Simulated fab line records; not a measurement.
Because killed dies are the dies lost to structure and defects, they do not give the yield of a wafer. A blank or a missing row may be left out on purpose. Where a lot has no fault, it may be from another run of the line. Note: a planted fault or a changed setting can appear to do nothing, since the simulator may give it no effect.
fab line records | flow n5Finfet
record: lots: 5 | wafers: 15 | lastDay: 18
route steps=1938 shown MOL_CONTACT_COAG@550 BEOL_M4@1111 PASSIVATION@1936
lots with no fault: from the same line, run without faults
startH: hours from the record's opening day to when the first of the lot's shown wafers began | waitH: how many hours have passed since the lot's step before this one | " repeats the value in the row above | L1.1+2: one row covering several wafers at once | - no value present, or no start provided | * or withheld: withheld | < > ~ a bound
route shown NAME@n: names a module that has steps shown in the file, with the first one's number in the route | usual: average and standard deviation across the fault-free wafers | same: alike in all rows | chamber/n: place in a boat | sites: the reading at each site | _std_site: standard deviation of those values | _edge_site: mean of outer sites minus mean of inner sites | radiusMm: how far each site lies from the wafer's centre | mask NAME#n: copy n | behind: the tool/chamber that last shaped the wafer | hold: cause of the lot's hold/its duration in hours/its outcome | device: the transistor (n, p or np) that didn't switch | end of line: the route-end tests of the same wafers | where a step has no rows: the recipe by itself | killed: count of dies lost to structure and defects at first sort (not the wafer's yield) | map: dies across one wafer; x = killed, . = not, _ = none there
set.NAME: the run value of the setting; set.NAME@STEP: its run value at that earlier step | model.NAME: the simulator's own value behind a step, which no gauge read
certain route steps with their lots: each step a table, each wafer a row
services: a tool's chamber out of use, with start hour (startH, from the record's first day; less than 0 if before it), hours out, and reason
== steps ==
step: N5_MOL_CONTACT_COAG_PRE_CLEAN_142
recipe: gas: H2/He | timeS: 60 | tempC: 300
usual: heaterPowerW: 466/44
lot.wafer | tool          | chamber | startH | waitH | heaterPowerW
L705.2    | pvdSputter-03 | -       | 119.84 | 1.1   | 502
L705.5    | "             | -       | "      | "     | 508
L705.6    | "             | -       | "      | "     | 448
L707.2    | pvdSputter-03 | -       | 128.95 | 1.3   | 531
L707.4    | "             | -       | "      | "     | 436
L707.5    | "             | -       | "      | "     | 525
L718.2    | pvdSputter-03 | -       | 199.34 | 3.1   | 450
L718.3    | "             | -       | "      | "     | 507
L718.4    | "             | -       | "      | "     | 440
L721.1    | pvdSputter-01 | -       | 217.83 | 1.2   | 406
L721.3    | "             | -       | "      | "     | 462
L721.5    | "             | -       | "      | "     | 484
L723.2    | pvdSputter-03 | -       | 229.14 | 1.2   | 433
L723.3    | "             | -       | "      | "     | 486
L723.4    | "             | -       | "      | "     | 463
step: N5_MOL_CONTACT_COAG_SPUTTER_130
recipe: material: Co | targetThkA: 475 | tempC: 25 | chamberPressurePa: 0.5 | powerW: 3000
usual: throttleValvePct: 30.3/0.88
lot.wafer | tool          | chamber | startH | waitH | throttleValvePct
L705.2    | pvdSputter-03 | -       | 119.90 | 0.0   | 30.4
L705.5    | "             | -       | "      | "     | 30.5
L705.6    | "             | -       | "      | "     | 29.5
L707.2    | pvdSputter-03 | -       | 129.01 | 0.0   | 30.6
L707.4    | "             | -       | "      | "     | 30.0
L707.5    | "             | -       | "      | "     | 30.4
L718.2    | pvdSputter-03 | -       | 199.40 | 0.0   | 31.6
L718.3    | "             | -       | "      | "     | 30.1
L718.4    | "             | -       | "      | "     | 29.9
L721.1    | pvdSputter-01 | -       | 217.89 | 0.0   | 30.2
L721.3    | "             | -       | "      | "     | 29.1
L721.5    | "             | -       | "      | "     | 30.1
L723.2    | pvdSputter-03 | -       | 229.20 | 0.0   | 29.6
L723.3    | "             | -       | "      | "     | 30.2
L723.4    | "             | -       | "      | "     | 31.8
step: N5_MOL_CONTACT_COAG_PRECLEAN_125
recipe: chemistry: DIW | timeS: 57.5 | tempC: 23
step: N5_MOL_CONTACT_COAG_SRD_126
recipe: dryTimeS: 32 | dry: n2Spin | spinRpm: 1500
step: N5_MOL_CONTACT_COAG_CMP_23
recipe: stopOn: SiO2 | tOverpolishS: 1.5 | postCmpClean: cuAlkaline | downForcePsi: 2 | platenRpm: 50.289 | padVelocityMS: 1.0006 | targetThkNm: 0
usual: motorCurrentA: 8.0/0.66 | overpolishRunS: 1.500/0.0092 | timeToEndpointS: 9/3.2
lot.wafer | tool   | chamber | startH | waitH | motorCurrentA | overpolishRunS | timeToEndpointS
L705.2    | cmp-02 | 2       | 120.11 | 0.1   | 8.5           | 1.502          | 5
L705.5    | "      | 1       | "      | "     | 9.5           | 1.508          | 4
L705.6    | "      | 2       | "      | "     | 8.9           | 1.510          | 7
L707.4    | cmp-03 | 3       | 129.27 | 0.1   | 6.5           | 1.491          | 10
L707.2    | "      | 0       | "      | "     | 8.0           | 1.501          | 12
L707.5    | "      | 1       | "      | "     | 8.9           | 1.489          | 7
L718.2    | cmp-02 | 3       | 199.58 | 0.0   | 8.3           | 1.501          | 13
L718.4    | "      | 0       | "      | "     | 8.4           | 1.500          | 6
L718.3    | "      | 2       | "      | "     | 8.7           | 1.516          | 7
L721.3    | cmp-03 | 3       | 218.15 | 0.1   | 6.7           | 1.505          | 7
L721.1    | "      | 0       | "      | "     | 8.1           | 1.502          | 9
L721.5    | "      | 1       | "      | "     | 8.1           | 1.506          | 5
L723.3    | cmp-03 | 1       | 229.38 | 0.0   | 8.7           | 1.507          | 7
L723.2    | "      | 3       | "      | "     | 7.0           | 1.518          | 6
L723.4    | "      | 0       | "      | "     | 7.5           | 1.488          | 10
step: N5_MOL_CONTACT_COAG_WET_ETCH_26
recipe: target: Co | targetDepthNm: 13
step: N5_MOL_CONTACT_COAG_WET_ETCH_116
recipe: chemistry: SC1-inhibited | targetDepthNm: 4.6 | dry: ipaMarangoni | rinseTimeS: 30 | rinseTempC: 23
step: N5_MOL_CONTACT_COAG_ALD_27
recipe: material: SiOC | targetThkA: 170 | tempC: 400 | aldPrecursorFamily: carbosiloxane | aldCoReactant: H2-plasma | pulseTimeS: 1.5 | timeS: 2720 | purgeTimeS: 2 | coReactantPurgeTimeS: 2 | aldCycles: 340 | pressureTorr: 2
usual: heaterPowerW: 820/83 | precursorPulseHeightRel: 1.001/0.021 | susceptorTempC: 400.00/0.22
lot.wafer | tool      | chamber | startH | waitH | heaterPowerW | precursorPulseHeightRel | susceptorTempC
L705.2    | aldSin-02 | 1       | 120.90 | 0.0   | 797          | 1.019                   | 400.11
L705.5    | "         | 3       | "      | "     | 767          | 1.007                   | 400.02
L705.6    | "         | 2       | "      | "     | 783          | 1.003                   | 400.21
L707.2    | aldSin-04 | 0       | 130.02 | 0.0   | 722          | 1.002                   | 400.12
L707.4    | "         | 3       | "      | "     | 884          | 1.031                   | 400.35
L707.5    | "         | 1       | "      | "     | 1022         | 0.998                   | 399.81
L718.2    | aldSin-04 | 0       | 200.40 | 0.0   | 715          | 0.995                   | 399.70
L718.3    | "         | 2       | "      | "     | 783          | 1.021                   | 399.76
L718.4    | "         | 1       | "      | "     | 998          | 1.017                   | 399.87
L721.1    | aldSin-03 | 2       | 220.89 | 2.0   | 822          | 1.010                   | 399.73
L721.3    | "         | 3       | "      | "     | 861          | 1.017                   | 399.71
L721.5    | "         | 0       | "      | "     | 929          | 0.981                   | 399.96
L723.2    | aldSin-03 | 1       | 230.20 | 0.0   | 662          | 1.018                   | 399.78
L723.3    | "         | 0       | "      | "     | 932          | 0.981                   | 400.05
L723.4    | "         | 3       | "      | "     | 854          | 0.990                   | 399.90
step: N5_MOL_CONTACT_COAG_CMP_28
recipe: stopOn: SiNx | tOverpolishS: 0.85 | postCmpClean: alkalineBrush | downForcePsi: 4.15 | platenRpm: 51.8 | padVelocityMS: 1.0307 | targetThkNm: 14.522
usual: motorCurrentA: 12.4/1.1 | timeToEndpointS: 4.3/3
lot.wafer | tool   | chamber | startH | waitH | motorCurrentA | timeToEndpointS
L705.2    | cmp-01 | 1       | 122.58 | 0.9   | 10.6          | 1.4
L705.6    | "      | 2       | "      | "     | 12.8          | 7.7
L705.5    | "      | 3       | "      | "     | 11.7          | 9.2
L707.2    | cmp-03 | 1       | 131.59 | 0.8   | 12.9          | 1.6
L707.4    | "      | 3       | "      | "     | 10.2          | 6.0
L707.5    | "      | 1       | "      | "     | 13.7          | 2.6
L718.2    | cmp-02 | 1       | 201.97 | 0.8   | 14.2          | 2.9
L718.3    | "      | 3       | "      | "     | 12.9          | 9.4
L718.4    | "      | 0       | "      | "     | 12.6          | 1.9
L721.1    | cmp-02 | 0       | 222.53 | 0.9   | 13.1          | 4.9
L721.3    | "      | 1       | "      | "     | 14.3          | 5.2
L721.5    | "      | 2       | "      | "     | 13.8          | 3.6
L723.4    | cmp-01 | 0       | 231.77 | 0.8   | 11.8          | 5.8
L723.3    | "      | 1       | "      | "     | 11.1          | 0.1
L723.2    | "      | 2       | "      | "     | 12.5          | 4.6
step: N5_MOL_CONTACT_COAG_THK_MEAS_29
recipe: reads: SiNx_of_GATE_CUT_PECVD_57+SiNx_of_GATE_CUT_SAC_CAP_01
usual: MD_CAP_THK: 17.90/0.13
lot.wafer | tool         | chamber | startH | waitH | MD_CAP_THK[nm]
L705.2    | filmMetro-02 | -       | 122.76 | -     | 17.68
L705.5    | "            | -       | "      | "     | 17.92
L705.6    | "            | -       | "      | "     | 17.78
L707.2    | filmMetro-02 | -       | 131.88 | -     | 17.71
L707.4    | "            | -       | "      | "     | 18.07
L707.5    | "            | -       | "      | "     | 18.00
L718.2    | filmMetro-01 | -       | 202.27 | -     | 17.90
L718.3    | "            | -       | "      | "     | 18.07
L718.4    | "            | -       | "      | "     | 17.76
L721.1    | filmMetro-01 | -       | 222.75 | -     | 17.81
L721.3    | "            | -       | "      | "     | 17.79
L721.5    | "            | -       | "      | "     | 18.01
L723.2    | filmMetro-02 | -       | 232.07 | -     | 17.87
L723.3    | "            | -       | "      | "     | 18.09
L723.4    | "            | -       | "      | "     | 17.92
step: N5_MOL_CONTACT_COAG_ALD_123
recipe: material: SiNx | targetThkA: 50 | tempC: 400 | aldPrecursorFamily: SiH2I2 | aldCoReactant: N2/H2-plasma | pulseTimeS: 1 | purgeTimeS: 2 | coReactantPurgeTimeS: 2 | aldCycles: 100 | pressureTorr: 2
usual: heaterPowerW: 814/88 | precursorPulseHeightRel: 1.002/0.02 | susceptorTempC: 400.00/0.23
lot.wafer | tool      | chamber | startH | waitH | heaterPowerW | precursorPulseHeightRel | susceptorTempC
L705.2    | aldSin-02 | 0       | 122.89 | 0.1   | 797          | 0.977                   | 400.06
L705.5    | "         | 0       | "      | "     | 789          | 1.046                   | 400.10
L705.6    | "         | 1       | "      | "     | 796          | 1.013                   | 400.07
L707.2    | aldSin-03 | 3       | 131.92 | 0.0   | 890          | 1.034                   | 399.28
L707.4    | "         | 2       | "      | "     | 845          | 1.042                   | 400.30
L707.5    | "         | 0       | "      | "     | 956          | 0.997                   | 399.69
L718.2    | aldSin-03 | 1       | 202.30 | 0.0   | 721          | 0.965                   | 409.23
L718.3    | "         | 3       | "      | "     | 857          | 1.028                   | 400.11
L718.4    | "         | 2       | "      | "     | 838          | 0.990                   | 399.80
L721.1    | aldSin-02 | 0       | 223.40 | 0.6   | 773          | 1.010                   | 399.82
L721.3    | "         | 3       | "      | "     | 749          | 1.003                   | 399.74
L721.5    | "         | 0       | "      | "     | 795          | 0.950                   | 400.01
L723.2    | aldSin-04 | 0       | 232.10 | 0.0   | 720          | 0.998                   | 400.10
L723.3    | "         | 3       | "      | "     | 875          | 0.999                   | 399.63
L723.4    | "         | 1       | "      | "     | 1012         | 1.030                   | 399.63
step: N5_MOL_CONTACT_COAG_PECVD_31
recipe: material: SiO2 | targetThkA: 460 | tempC: 400 | precursor: TEOS/O2 | pressureTorr: 6.5 | rfW: withheld | teosFlowSccm: withheld | gas: O2 | flowSccm: 2650 | timeS: 8.9
step: N5_BEOL_M4_RC_MEAS_101
usual: DIBL_N: 36.6/2.3 | DIBL_P: 36.3/2.8 | IOFF_N: 0.17/0.047 | IOFF_P: 0.22/0.048 | ION_N: 676/14 | ION_P: 463/9.4 | SS_N: 71.6/0.84 | SS_P: 73.4/0.85 | VT_N: 249/3.7 | VT_P: -249/3.6
lot.wafer | tool      | chamber | startH | waitH | DIBL_N[mV/V] | DIBL_P[mV/V] | IOFF_N[nA/um] | IOFF_P[nA/um] | ION_N[uA/um] | ION_P[uA/um] | SS_N[mV/dec] | SS_P[mV/dec] | VT_N[mV] | VT_P[mV]
L705.2    | prober-02 | 0       | 188.24 | 0.2   | 36.8         | 37.8         | 0.18          | 0.22          | 691          | 469          | 71.6         | 73.3         | 247      | -252
L705.5    | "         | 0       | "      | "     | 35.6         | 36.3         | 0.16          | 0.19          | 692          | 468          | 70.5         | 72.8         | 248      | -251
L705.6    | "         | 0       | "      | "     | 40.8         | 41.1         | 0.22          | 0.26          | 667          | 453          | 72.5         | 74.5         | 246      | -250
L707.2    | prober-02 | 0       | 204.50 | 0.2   | 36.7         | 36.2         | 0.14          | 0.18          | 662          | 454          | 72.0         | 73.0         | 252      | -253
L707.4    | "         | 0       | "      | "     | 39.9         | 40.5         | 0.21          | 0.25          | 681          | 459          | 72.5         | 74.6         | 245      | -251
L707.5    | "         | 0       | "      | "     | 35.4         | 34.4         | 0.12          | 0.16          | 670          | 461          | 71.5         | 72.5         | 254      | -255
L718.2    | prober-02 | 0       | 265.77 | 0.2   | 38.6         | 39.8         | 0.21          | 0.29          | 682          | 469          | 72.5         | 73.9         | 245      | -246
L718.3    | "         | 0       | "      | "     | 42.0         | 40.8         | 0.31          | 0.32          | 677          | 463          | 74.7         | 75.0         | 246      | -241
L718.4    | "         | 0       | "      | "     | 38.5         | 39.3         | 0.22          | 0.29          | 693          | 476          | 72.6         | 74.6         | 245      | -243
L721.1    | prober-02 | 0       | 294.86 | 0.0   | 36.3         | 35.6         | 0.18          | 0.20          | 687          | 461          | 71.3         | 73.9         | 247      | -252
L721.3    | "         | 0       | "      | "     | 34.6         | 34.0         | 0.16          | 0.19          | 687          | 461          | 70.3         | 72.7         | 246      | -251
L721.5    | "         | 0       | "      | "     | 33.7         | 32.8         | 0.14          | 0.17          | 657          | 450          | 70.8         | 73.1         | 251      | -253
L723.2    | prober-01 | 0       | 309.97 | 0.2   | 39.6         | 39.5         | 0.21          | 0.24          | 679          | 456          | 72.4         | 75.8         | 249      | -250
L723.3    | "         | 0       | "      | "     | 35.6         | 33.8         | 0.14          | 0.17          | 671          | 456          | 71.0         | 74.0         | 250      | -251
L723.4    | "         | 0       | "      | "     | 39.6         | 40.1         | 0.22          | 0.25          | 686          | 463          | 71.7         | 74.7         | 244      | -249
step: N5_PASSIVATION_PROBE_49
usual: defectLimitedYield: 91.5/1.5 | killed_at_M0_to_M3: 33/9.9 | killed_at_M4_up: 14/5.2 | killedAtContacts: 11/5.2 | killedAtFrontEnd: 38/10 | killedAtOther: 4/3.5 | killedDies: 100/18 | killedOpen: 66/14 | killedShort: 32/6.9 | sort_bin_4_leakage: 0.00/0.027 | sort_bin_5_function: 5.0/1 | sort_bin_6_memory: 3.1/0.69 | sortNPass: 1080/18 | sortYieldPct: 91.5/1.5
same: grossDies: 1180 | killedAtBackSide: 0 | sort_bin_8_speed[%]: 0
lot.wafer | tool      | chamber | startH | waitH | defectLimitedYield[%] | killed_at_M0_to_M3 | killed_at_M4_up | killedAtContacts | killedAtFrontEnd | killedAtOther | killedDies | killedOpen | killedShort | sort_bin_4_leakage[%] | sort_bin_5_function[%] | sort_bin_6_memory[%] | sortNPass | sortYieldPct[%]
L705.2    | prober-01 | -       | 297.56 | 0.1   | 91.9                  | 39                 | 6               | 9                | 38               | 3             | 95         | 66         | 29          | 0                     | 4.8                    | 3.2                  | 1085      | 91.9
L705.5    | prober-01 | -       | 297.71 | 0.2   | 91.5                  | 47                 | 11              | 13               | 26               | 3             | 100        | 64         | 36          | 0                     | 5.3                    | 2.9                  | 1080      | 91.5
L705.6    | prober-01 | -       | 297.76 | 0.3   | 91.6                  | 28                 | 19              | 17               | 34               | 1             | 99         | 67         | 32          | 0                     | 5.7                    | 2.5                  | 1081      | 91.6
L721.1    | prober-01 | -       | 404.08 | 0.0   | 90.2                  | 47                 | 12              | 8                | 44               | 5             | 116        | 69         | 45          | 0                     | 5.3                    | 4.4                  | 1064      | 90.2
L721.3    | prober-01 | -       | 404.18 | 0.1   | 91.8                  | 41                 | 12              | 5                | 33               | 6             | 97         | 63         | 33          | 0                     | 5.1                    | 3.0                  | 1083      | 91.8
L721.5    | prober-01 | -       | 404.28 | 0.2   | 89.3                  | 33                 | 24              | 15               | 46               | 8             | 126        | 89         | 36          | 0                     | 6.1                    | 4.1                  | 1054      | 89.3
L718.4    | prober-02 | -       | 404.98 | 0.2   | 91.4                  | 46                 | 10              | 11               | 32               | 2             | 101        | 66         | 35          | 0                     | 5.3                    | 2.7                  | 1079      | 91.4
killed by level:class
L705.2 DUMMY_GATE:geometricParticle:open=10 BEOL_M0_SAQP:geometricParticle:short=10 BEOL_M1:geometricParticle:open=9 MOL_CONTACT_COAG:geometricParticle:open=8 BEOL_M0_SAQP:geometricParticle:open=8 STI_FIN_REVEAL:geometricParticle:open=6 FIN_SAQP:geometricParticle:open=4 BEOL_M2:geometricParticle:open=4
L705.5 BEOL_M0_SAQP:geometricParticle:short=12 BEOL_M0_SAQP:geometricParticle:open=10 FIN_SAQP:geometricParticle:open=9 MOL_CONTACT_COAG:geometricParticle:open=9 BEOL_M1:geometricParticle:short=7 BEOL_M2:geometricParticle:open=7 BEOL_M3:geometricParticle:open=5 MOL_CONTACT_COAG:geometricParticle:short=4
L705.6 MOL_CONTACT_COAG:geometricParticle:open=12 FIN_SAQP:geometricParticle:open=8 BEOL_M2:geometricParticle:open=7 BEOL_M3:geometricParticle:open=7 BEOL_M4:geometricParticle:open=6 FIN_SAQP:geometricParticle:short=5 BEOL_M0_SAQP:geometricParticle:short=5 MOL_CONTACT_COAG:geometricParticle:short=5
L721.1 FIN_SAQP:geometricParticle:open=14 BEOL_M0_SAQP:geometricParticle:open=11 BEOL_M3:geometricParticle:open=10 BEOL_M0_SAQP:geometricParticle:short=9 STI_FIN_REVEAL:geometricParticle:open=8 BEOL_M2:geometricParticle:open=8 MOL_CONTACT_COAG:geometricParticle:open=7 BEOL_M3:geometricParticle:short=7
L721.3 BEOL_M0_SAQP:geometricParticle:short=9 BEOL_M2:geometricParticle:open=9 BEOL_M0_SAQP:geometricParticle:open=8 BEOL_M3:geometricParticle:open=6 FIN_SAQP:geometricParticle:open=5 STI_FIN_REVEAL:geometricParticle:open=5 DUMMY_GATE:geometricParticle:open=5 MOL_CONTACT_COAG:geometricParticle:open=5
L721.5 FIN_SAQP:geometricParticle:open=12 MOL_CONTACT_COAG:geometricParticle:open=12 BEOL_M0_SAQP:geometricParticle:open=12 BEOL_M3:geometricParticle:open=9 BEOL_M4:geometricParticle:open=8 BEOL_M0_SAQP:geometricParticle:short=7 FIN_SAQP:geometricParticle:short=6 STI_FIN_REVEAL:geometricParticle:open=5
L718.4 STI_FIN_REVEAL:geometricParticle:open=15 BEOL_M0_SAQP:geometricParticle:short=15 BEOL_M0_SAQP:geometricParticle:open=11 MOL_CONTACT_COAG:geometricParticle:open=9 BEOL_M2:geometricParticle:open=6 STI_FIN_REVEAL:geometricParticle:short=5 BEOL_M0:geometricParticle:open=4 FIN_SAQP:geometricParticle:open=3
== services ==
tool          | chamber | startH | hours | kind
pvdSputter-01 | -       | 96.44  | 9.7   | repair
aldSin-04     | 1       | 99.13  | 18.3  | repair
aldSin-02     | -       | 107.27 | 6.0   | pm
cmp-02        | -       | 113.66 | 4.0   | pm
cmp-02        | -       | 117.66 | -     | consumableReplace:conditioner
cmp-02        | -       | 117.66 | -     | consumableReplace:pad
cmp-03        | -       | 134.55 | 0.3   | repair
cmp-02        | -       | 134.88 | 1.3   | repair
aldSin-03     | 0       | 136.85 | 2.9   | repair
cmp-01        | -       | 138.32 | 6.1   | repair
cmp-03        | -       | 139.44 | 2.7   | repair
aldSin-03     | 1       | 174.75 | 4.0   | repair
aldSin-03     | -       | 178.04 | 14.0  | pm
aldSin-03     | 0       | 178.04 | 14.0  | ventCycle
aldSin-03     | 2       | 178.04 | 14.0  | ventCycle
aldSin-03     | 3       | 178.04 | 14.0  | ventCycle
cmp-03        | -       | 182.72 | 0.4   | repair
aldSin-03     | 0       | 192.04 | -     | clean
aldSin-03     | 1       | 192.04 | -     | clean
aldSin-03     | 2       | 192.04 | -     | clean
aldSin-03     | 3       | 192.04 | -     | clean
aldSin-04     | -       | 212.48 | 14.6  | pm
cmp-01        | -       | 213.90 | 4.0   | pm
cmp-01        | -       | 217.90 | -     | consumableReplace:conditioner
== key ==
firstSign: step: N5_MOL_CONTACT_COAG_ALD_123 | reading: susceptorTempC | direction: up | sigmas: 41 | usual: * | struck: *
effect none on later readings
metAt N5_MOL_CONTACT_COAG_ALD_123
struckWafers L718.2
baselineLoss: step: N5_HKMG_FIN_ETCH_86 | wafers: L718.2
fault: kind: processParameterDrift | tool: aldSin-03 | chamber: 1 | onsetH: 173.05 | steps: N5_MOL_CONTACT_COAG_ALD_123 | channel: tempC | offset: * | shape: step | endH: 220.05 | actsIn: * | stated: *
baselineLoss: these wafers lose ten dies or more at that step, a loss of the line's own and not of a fault; the sort's usual values leave them out
